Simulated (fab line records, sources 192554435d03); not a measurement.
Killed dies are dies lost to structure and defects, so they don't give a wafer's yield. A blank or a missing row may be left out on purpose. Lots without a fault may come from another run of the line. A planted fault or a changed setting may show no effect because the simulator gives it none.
fab line records | flow n5_finfet
record lots=6 wafers=18 last_day=19
route steps=1938 shown BEOL_M9@1419 PASSIVATION@1936
lots that met no fault: from a run of the same line without faults
start_h: hours from the record's first day to the start of the lot's first wafer shown | wait_h: hours since the lot's step before | " the same as in the row above | L1.1+2: a row that stands for several wafers | - no value, or no start given | * or withheld: withheld | < > ~ a bound
route shown NAME@n: a module of which the file shows steps, and the number in the route of the first | usual: mean/standard deviation of fault-free wafers | same: alike in all rows | chamber/n: place in a boat | sites: the reading at each site | _std_site: their standard deviation | _edge_site: outer sites' mean less inner sites' | radius_mm: how far each site lies from the wafer's centre | mask NAME#n: copy n | behind: the tool/chamber that last shaped the wafer | hold: why the lot was held/for how many hours/how that ended | device: the transistor (n, p or np) that didn't switch | end of line: the same wafers' tests at the end of the route | a step without rows: its recipe alone | killed: dies lost to structure and defects at the first sort, not the wafer's yield | map: a wafer's dies, x killed, . not, _ none there
set.NAME: the setting as run; set.NAME@STEP: as run at that earlier step | model.NAME: the simulator's own value behind a step, which no gauge read
lots at some steps of the route; a table a step, a row a wafer
services: from which hour (start_h, from the record's first day; less than 0 if before it) a tool's chamber was out of use, for how many hours, and why
## steps
# step N5_BEOL_M9_ETCH_62
# recipe chemistry=N2/H2 target=SOC target_depth_a=1100 overetch_a=220 mask_material=SiARC temp_c=40 time_s=165 ion_energy_ev=200 pressure_mtorr=30 source_w=840 bias_w=150 n2_flow_sccm=200 h2_flow_sccm=200
# usual chamber_pressure_mTorr=29.998/0.025 drypump_motor_current_A=5.5/0.38 oes_product_au=0.67/0.066 rf_vpp_V=524.5/2.4 showerhead_plenum_p_Torr=2.57/0.086 throttle_valve_pct=17.97/0.2
# columns lot.wafer tool chamber start_h wait_h chamber_pressure_mTorr drypump_motor_current_A oes_product_au rf_hours_counter_h rf_vpp_V showerhead_plenum_p_Torr throttle_valve_pct
L260.2 rie_diel-05 3 207.05 0.0 29.942 5.4 0.62 184 520.7 2.41 17.72
L260.3 " 2 " " 29.975 5.7 0.63 164 520.2 2.42 18.03
L260.5 " 2 " " 29.994 5.7 0.63 - 520.2 2.42 18.05
L273.3 rie_diel-02 0 293.78 0.0 29.960 5.5 0.64 137 524.4 2.56 18.09
L273.4 " 1 " " 29.996 6.1 0.70 76 523.3 2.57 18.18
L273.6 " 2 " " 30.026 5.7 0.62 - 527.7 2.64 17.90
L274.2 rie_diel-02 0 303.03 0.0 29.997 5.6 0.65 140 524.6 2.56 18.06
L274.3 " 2 " " 29.972 5.7 0.61 189 525.4 2.64 17.92
L274.6 " 2 " " 29.978 5.7 0.60 - 526.1 2.64 17.92
L279.1 rie_diel-05 0 322.05 0.0 29.962 4.9 0.75 33 524.6 2.61 18.32
L279.3 " 3 " " 29.984 5.4 0.61 214 520.8 2.40 17.77
L279.5 " 3 " " 30.018 5.3 0.61 - 519.9 2.40 17.78
L283.2 rie_diel-02 2 371.75 0.0 29.992 5.7 0.60 211 525.0 2.63 17.97
L283.4 " 0 " " 30.025 5.6 0.63 159 523.0 2.55 18.10
L283.5 " 0 " " 30.031 5.5 0.62 - 524.1 2.55 18.11
L282.2 rie_diel-04 3 388.56 0.0 30.045 5.4 0.76 27 524.1 2.50 17.91
L282.5 " 2 " " 29.956 5.0 0.69 - 526.5 2.57 17.88
L282.6 " 1 " " 30.021 5.0 0.61 - 525.1 2.61 17.93
# step N5_BEOL_M9_STRIP_68
# recipe chemistry=N2/H2 temp_c=40 n2_flow_sccm=200 h2_flow_sccm=200 rf_frequency_hz=6e+07
# step N5_BEOL_M9_STRIP_67
# recipe chemistry=CF4 resist=SiARC power_w=300 bias_power_w=75 pressure_mtorr=50 cf4_flow_sccm=150 rf_frequency_hz=6e+07
# usual chamber_pressure_mTorr=49.99/0.046 drypump_motor_current_A=5.5/0.38 oes_product_au=0.79/0.078 rf_vpp_V=271.5/1.5 showerhead_plenum_p_Torr=1.81/0.056 throttle_valve_pct=13.69/0.13
# columns lot.wafer tool chamber start_h wait_h chamber_pressure_mTorr drypump_motor_current_A oes_product_au rf_hours_counter_h rf_vpp_V showerhead_plenum_p_Torr throttle_valve_pct
L260.2 rie_diel-05 3 207.20 0.0 50.05 5.4 0.74 184 270.6 1.73 13.70
L260.3 " 2 " " 49.96 5.6 0.74 164 269.0 1.71 13.81
L260.5 " 2 " " 50.01 5.7 0.74 - 269.0 1.71 13.81
L273.3 rie_diel-02 0 293.93 0.0 50.04 5.6 0.76 137 271.4 1.81 13.77
L273.4 " 1 " " 49.87 6.0 0.84 76 272.2 1.80 13.77
L273.6 " 2 " " 50.01 5.7 0.72 - 273.8 1.85 13.68
L274.2 rie_diel-02 0 303.18 0.0 50.01 5.6 0.76 140 270.5 1.81 13.78
L274.3 " 2 " " 49.98 5.7 0.72 189 272.8 1.85 13.69
L274.6 " 2 " " 50.05 5.8 0.72 - 272.0 1.85 13.69
L279.1 rie_diel-05 0 322.19 0.0 49.99 5.0 0.88 33 272.2 1.82 13.62
L279.3 " 3 " " 49.97 5.4 0.71 214 269.0 1.72 13.77
L279.5 " 3 " " 50.10 5.4 0.72 - 269.7 1.72 13.75
L283.2 rie_diel-02 2 371.89 0.0 50.00 5.7 0.70 211 271.1 1.84 13.73
L283.4 " 0 " " 49.95 5.5 0.74 159 270.1 1.81 13.81
L283.5 " 0 " " 50.04 5.6 0.74 - 271.5 1.81 13.82
L282.2 rie_diel-04 3 388.71 0.0 50.03 5.4 0.90 27 271.1 1.76 13.51
L282.5 " 2 " " 50.08 4.9 0.81 - 270.9 1.82 13.71
L282.6 " 1 " " 49.96 5.0 0.72 - 271.5 1.86 13.85
# step N5_BEOL_M9_HM_OPEN_17
# recipe chemistry=Cl2/BCl3 target_depth_a=200 overetch_a=60 target=TiN mask_material=SOC ion_energy_ev=150 pressure_mtorr=10 icp_w=1000 bias_w=126 Cl2_flow_sccm=53.25 bcl3_flow_sccm=21.75 Ar_flow_sccm=25
# usual chamber_pressure_mTorr=9.999/0.0084 drypump_motor_current_A=5.6/0.36 mfc_ar_sccm=25.00/0.079 oes_product_au=0.69/0.12 throttle_valve_pct=22.27/0.17
# columns lot.wafer tool chamber start_h wait_h chamber_pressure_mTorr drypump_motor_current_A mfc_ar_sccm oes_product_au rf_hours_counter_h throttle_valve_pct
L260.2 rie_metal-02 0 207.24 0.0 9.992 5.4 24.96 0.55 101 22.19
L260.3 " 0 " " 10.013 5.4 25.14 0.55 - 22.19
L260.5 " 0 " " 10.016 5.4 25.05 0.55 - 22.20
L273.3 rie_metal-01 0 294.00 0.1 10.003 6.1 24.99 0.74 - 22.47
L273.4 " 1 " " 9.997 5.1 25.08 0.74 - 22.42
L273.6 " 0 " " 9.997 6.1 24.97 0.75 - 22.48
L274.2 rie_metal-03 1 303.25 0.1 9.991 5.3 25.06 0.81 - 22.00
L274.3 " 1 " " 10.003 5.3 25.00 0.81 - 21.99
L274.6 " 1 " " 9.998 5.3 25.06 0.81 - 21.98
L279.1 rie_metal-03 1 322.23 0.0 9.999 5.3 24.91 0.81 4 21.99
L279.3 " 0 " " 9.990 6.1 24.96 0.85 - 22.27
L279.5 " 1 " " 10.000 5.3 24.97 0.81 - 21.97
L283.2 rie_metal-01 0 371.93 0.0 9.989 6.1 24.96 0.72 24 22.48
L283.4 " 0 " " 10.003 6.1 24.96 0.71 - 22.51
L283.5 " 0 " " 9.989 6.1 25.05 0.70 - 22.50
L282.2 rie_metal-02 1 388.75 0.0 10.004 5.7 24.94 0.71 21 22.35
L282.5 " 0 " " 9.992 5.4 24.98 0.82 - 22.09
L282.6 " 1 " " 10.014 5.7 24.97 0.71 - 22.34
# step N5_BEOL_M9_STRIP_19
# recipe chemistry=O2 power_w=400 temp_c=40 pressure_mtorr=30 rf_frequency_hz=6e+07 bias_power_w=0 overash_fraction=0.2 o2_flow_sccm=225
# usual chamber_pressure_mTorr=30.00/0.034 drypump_motor_current_A=5.6/0.38 oes_product_au=0.79/0.075 rf_vpp_V=3.6/0.64 showerhead_plenum_p_Torr=2.12/0.065 throttle_valve_pct=16.77/0.14
# columns lot.wafer tool chamber start_h wait_h chamber_pressure_mTorr drypump_motor_current_A oes_product_au rf_hours_counter_h rf_vpp_V showerhead_plenum_p_Torr throttle_valve_pct
L260.2 rie_diel-04 0 207.44 0.2 29.98 5.5 0.72 199 5.1 2.20 16.67
L260.3 " 1 " " 30.04 5.0 0.74 154 4.0 2.19 16.80
L260.5 " 1 " " 29.92 5.0 0.74 - 3.3 2.19 16.78
L273.3 rie_diel-05 2 294.08 0.1 30.02 5.7 0.70 191 3.2 2.00 17.01
L273.4 " 0 " " 30.02 5.0 0.91 25 3.0 2.15 16.87
L273.6 " 2 " " 30.06 5.6 0.72 - 3.4 2.00 17.01
L274.2 rie_diel-02 1 303.43 0.1 30.04 6.0 0.84 79 3.4 2.10 16.91
L274.3 " 0 " " 29.97 5.5 0.76 140 4.1 2.11 16.84
L274.6 " 0 " " 29.98 5.6 0.76 - 3.0 2.11 16.82
L279.1 rie_diel-05 0 322.38 0.1 29.97 4.9 0.89 33 2.0 2.14 16.89
L279.3 " 3 " " 29.93 5.4 0.72 214 2.9 1.99 16.73
L279.5 " 1 " " 30.01 6.2 0.77 - 4.7 2.09 16.74
L283.2 rie_diel-04 2 372.05 0.1 29.94 5.0 0.82 67 2.8 2.12 16.79
L283.4 " 1 " " 29.96 5.0 0.71 - 4.8 2.17 16.86
L283.5 " 3 " " 30.00 5.3 0.90 - 4.6 2.04 16.59
L282.2 rie_diel-02 3 388.90 0.1 29.96 5.7 0.83 70 2.7 2.20 16.53
L282.5 " 1 " " 29.93 6.0 0.81 - 2.8 2.09 16.94
L282.6 " 2 " " 29.99 5.7 0.71 - 4.0 2.17 16.83
# step N5_BEOL_M9_CD_MEAS_18
# recipe pitch_nm=140 target_cd_nm=70
# usual cd_nm=70.0/0.68
# columns lot.wafer tool chamber start_h wait_h cd_nm
L260.2 cd_sem-03 - 207.51 0.1 70.7
L260.3 " - " " 70.8
L260.5 " - " " 71.3
L273.3 cd_sem-01 - 294.15 0.1 70.9
L273.4 " - " " 69.5
L273.6 " - " " 70.0
L274.2 cd_sem-02 - 303.50 0.1 69.8
L274.3 " - " " 69.2
L274.6 " - " " 69.9
L279.1 cd_sem-03 - 322.45 0.0 70.4
L279.3 " - " " 70.2
L279.5 " - " " 70.6
L283.2 cd_sem-01 - 372.12 0.1 68.9
L283.4 " - " " 69.4
L283.5 " - " " 70.0
L282.2 cd_sem-03 - 388.97 0.1 69.2
L282.5 " - " " 70.0
L282.6 " - " " 70.8
# step N5_BEOL_M9_COAT_63
# recipe resist=SOC temp_c=250 time_s=60 spin_rpm=1500 resist_thk_nm=60
# step N5_BEOL_M9_COAT_64
# recipe resist=SiARC temp_c=220 time_s=60 spin_rpm=1500 resist_thk_nm=12
# step N5_BEOL_M9_COAT_75
# recipe resist=underlayer temp_c=205 time_s=60 spin_rpm=1500 resist_thk_nm=5
# step N5_BEOL_M9_COAT_22
# recipe resist=CAR-EUV spin_rpm=1500 resist_thk_nm=30
# step N5_BEOL_M9_EBR_24
# recipe solvent=PGMEA ebr_width_mm=1.5
# step N5_BEOL_M9_SOFTBAKE_23
# recipe temp_c=110 time_s=60 resist=CAR-EUV
# step N5_BEOL_M9_EXPOSE_25
# recipe mask_id=V8 na=0.33 source_shape=annular sigma_inner=0.4 sigma_outer=0.8 polarization=unpolarized dose_mj=37.25
# usual exposure_dose_mJ_cm2=37.22/0.05
# same na=0.33 sigma_inner=0.4 sigma_outer=0.8
# columns lot.wafer tool chamber start_h wait_h mask exposure_dose_mJ_cm2
L260.2 euv_scanner-01 0 208.80 - V8#0 37.31
L260.3 " 0 " " V8#0 37.27
L260.5 " 0 " " V8#0 37.27
L273.3 euv_scanner-01 0 295.61 - V8#0 38.37
L273.4 " 0 " " V8#0 38.37
L273.6 " 0 " " V8#0 38.32
L274.2 euv_scanner-01 0 306.16 - V8#0 38.15
L274.3 " 0 " " V8#0 38.18
L274.6 " 0 " " V8#0 38.20
L279.1 euv_scanner-02 0 323.42 - V8#0 37.22
L279.3 " 0 " " V8#0 37.26
L279.5 " 0 " " V8#0 37.21
L283.2 euv_scanner-02 0 372.69 - V8#0 37.11
L283.4 " 0 " " V8#0 37.13
L283.5 " 0 " " V8#0 37.20
L282.2 euv_scanner-02 0 389.27 - V8#0 37.14
L282.5 " 0 " " V8#0 37.13
L282.6 " 0 " " V8#0 37.14
# step N5_BEOL_M9_PEB_26
# recipe peb_temp_c=100 peb_time_s=60 resist=CAR-EUV
# step N5_PASSIVATION_PROBE_49
# usual defect_limited_yield=91.0/1.3 killed_at_M0_to_M3=33/10 killed_at_M4_up=14/5.6 killed_at_contacts=12/5.8 killed_at_front_end=43/11 killed_at_other=4.1/2.8 killed_dies=106/15 killed_open=70/12 killed_short=34/7.5 sort_bin_5_function=5.3/0.88 sort_bin_6_memory=3.3/0.64 sort_n_pass=1074/15 sort_yield_pct=91.0/1.3
# same gross_dies=1180 killed_at_back_side=0 sort_bin_4_leakage[%]=0 sort_bin_8_speed[%]=0
# columns lot.wafer tool chamber start_h wait_h defect_limited_yield[%] killed_at_M0_to_M3 killed_at_M4_up killed_at_contacts killed_at_front_end killed_at_other killed_dies killed_open killed_short sort_bin_5_function[%] sort_bin_6_memory[%] sort_n_pass sort_yield_pct[%]
L274.2 prober-01 - 364.91 0.1 91.4 33 13 9 41 6 102 75 27 5.2 3.2 1078 91.4
L274.3 prober-01 - 364.96 0.1 90.7 31 4 14 52 9 110 69 40 5.2 3.7 1070 90.7
L274.6 prober-01 - 365.11 0.3 94.4 10 6 10 37 3 66 42 23 3.3 1.9 1114 94.4
L279.1 prober-02 - 380.16 0.0 92.4 22 14 24 28 2 90 59 30 4.7 2.8 1090 92.4
L279.3 prober-02 - 380.26 0.1 90.9 39 13 22 28 5 107 78 28 5.3 3.4 1073 90.9
L279.5 prober-02 - 380.36 0.2 90.5 46 4 20 38 4 112 73 38 5.8 3.6 1068 90.5
# killed by level:class
L274.2 FIN_SAQP:geometric_particle:open=14 BEOL_M0_SAQP:geometric_particle:open=9 STI_FIN_REVEAL:geometric_particle:open=8 BEOL_M0_SAQP:geometric_particle:short=8 BEOL_M4:geometric_particle:open=8 MOL_CONTACT_COAG:geometric_particle:open=7 DUMMY_GATE:geometric_particle:open=5 BEOL_M1:geometric_particle:open=5
L274.3 FIN_SAQP:geometric_particle:open=14 MOL_CONTACT_COAG:geometric_particle:open=12 FIN_SAQP:geometric_particle:short=10 BEOL_M1:geometric_particle:open=7 STI_FIN_REVEAL:geometric_particle:open=6 BEOL_M0_SAQP:geometric_particle:open=6 BEOL_M0_SAQP:geometric_particle:short=6 BEOL_M2:geometric_particle:open=5
L274.6 FIN_SAQP:geometric_particle:open=15 FIN_SAQP:geometric_particle:short=7 MOL_CONTACT_COAG:geometric_particle:open=7 STI_FIN_REVEAL:geometric_particle:open=5 BEOL_M0_SAQP:geometric_particle:open=4 STARTING-WAFER:geometric_particle:short=4 MOL_CONTACT_COAG:geometric_particle:short=3 BEOL_M0_SAQP:geometric_particle:short=3
L279.1 MOL_CONTACT_COAG:geometric_particle:open=18 STI_FIN_REVEAL:geometric_particle:open=8 BEOL_M3:geometric_particle:open=7 BEOL_M0_SAQP:geometric_particle:open=6 FIN_SAQP:geometric_particle:short=5 MOL_CONTACT_COAG:geometric_particle:short=5 BEOL_M5:geometric_particle:open=4 STI_FIN_REVEAL:geometric_particle:short=3
L279.3 MOL_CONTACT_COAG:geometric_particle:open=19 BEOL_M0_SAQP:geometric_particle:open=11 BEOL_M3:geometric_particle:open=8 STI_FIN_REVEAL:geometric_particle:open=7 BEOL_M1:geometric_particle:short=6 BEOL_M5:geometric_particle:open=6 BEOL_M0_SAQP:geometric_particle:short=4 FIN_SAQP:geometric_particle:open=3
L279.5 MOL_CONTACT_COAG:geometric_particle:open=15 BEOL_M3:geometric_particle:open=10 BEOL_M0_SAQP:geometric_particle:short=8 BEOL_M1:geometric_particle:open=7 FIN_SAQP:geometric_particle:open=6 STI_FIN_REVEAL:geometric_particle:open=6 MOL_CONTACT_COAG:geometric_particle:short=5 BEOL_M0_SAQP:geometric_particle:open=5
## services
# columns tool chamber start_h hours kind
euv_scanner-01 - 201.22 1.0 pm
euv_scanner-01 - 210.44 4.6 pm
rie_diel-05 1 213.02 4.7 repair
rie_diel-04 1 214.95 6.7 repair
euv_scanner-02 - 219.45 1.0 pm
rie_diel-04 1 222.61 13.5 repair
rie_diel-05 1 230.47 5.5 repair
rie_diel-02 1 230.65 2.4 repair
euv_scanner-01 - 257.37 1.0 pm
rie_diel-05 3 263.47 13.5 repair
euv_scanner-02 - 275.60 1.0 pm
euv_scanner-01 - 277.77 0.1 repair
euv_scanner-02 - 280.44 6.2 repair
rie_diel-02 3 294.20 9.6 repair
euv_scanner-01 - 308.42 0.4 repair
euv_scanner-01 - 313.52 1.0 pm
euv_scanner-02 - 326.44 4.6 pm
rie_diel-04 3 330.35 22.4 repair
euv_scanner-02 - 331.75 1.0 pm
euv_scanner-02 - 359.89 0.3 repair
euv_scanner-01 - 369.67 1.0 pm
rie_diel-02 0 375.55 2.3 repair
euv_scanner-01 - 382.98 4.6 pm
euv_scanner-02 - 386.05 0.5 repair
## key
first_sign step=N5_BEOL_M9_EXPOSE_25 reading=exposure_dose_mJ_cm2 direction=up sigmas=21 usual=37.22 struck=38.27
effect none on later readings
met_at N5_BEOL_M9_EXPOSE_25
struck_wafers L273.3,L273.4,L273.6,L274.2,L274.3,L274.6
loop_trim step=N5_BEOL_M9_EXPOSE_25 setting=dose lots=L273,L274
onset_between 208.80 295.61
fault kind=process_parameter_drift tool=euv_scanner-01 chamber=- onset_h=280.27 steps=N5_BEOL_M9_EXPOSE_25 channel=dose_mj offset=2.1483 shape=step acts_in=these_recipes_only stated=37.25
# loop_trim: a control loop set the setting to another value than it would have without faults
